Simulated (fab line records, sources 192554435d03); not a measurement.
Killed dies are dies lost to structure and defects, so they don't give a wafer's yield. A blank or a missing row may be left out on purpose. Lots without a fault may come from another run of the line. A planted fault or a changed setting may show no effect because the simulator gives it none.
Chamber matching | flow n5_finfet | N5_BEOL_M0_CO_CAP_123 on cvd_co-02: 3 sister chambers
The step material Co, precursor CCTBA/H2, target thk 2 nm, time 102.1 s. 3 wafers are shown with their chamber, then 12 later ones without.

WAFERS WITH THEIR CHAMBER
wafer  | chamber | heater_power_w (W)
L089.4 | 1       | 274
L089.5 | 0       | 220
L089.6 | 2       | 191

WAFERS WITHOUT THEIR CHAMBER
wafer  | heater_power_w (W)
L090.1 | 214
L090.2 | 265
L090.3 | 193
L091.1 | 190
L091.3 | 217
L091.6 | 222
L092.1 | 191
L092.4 | 194
L092.5 | 225
L097.2 | 192
L097.3 | 218
L097.5 | 221

WHICH CHAMBER EACH WENT THROUGH
wafer  | from the rows above | in truth
L090.1 | 0                   | 0
L090.2 | 1                   | 1
L090.3 | 2                   | 2
L091.1 | 2                   | 2
L091.3 | 0                   | 0
L091.6 | 0                   | 0
L092.1 | 2                   | 2
L092.4 | 2                   | 2
L092.5 | 0                   | 0
L097.2 | 2                   | 2
L097.3 | 0                   | 0
L097.5 | 0                   | 0
Placed correctly: 12 of 12. Can't be placed from these rows: 0. Placed wrongly: 0.
How it was worked out, from the rows above alone: a wafer's distance from a chamber is the root of the sum, over the readings, of the square of ((its reading less the chamber's mean) divided by the reading's scatter). The wafer belongs to the nearest chamber; if the next one is less than 2 further off, it can't be placed. A chamber's mean is the mean of its shown wafers. The scatter: with one shown wafer a chamber, the root of the mean of the squares of how far each hidden wafer lies from its nearest shown one.
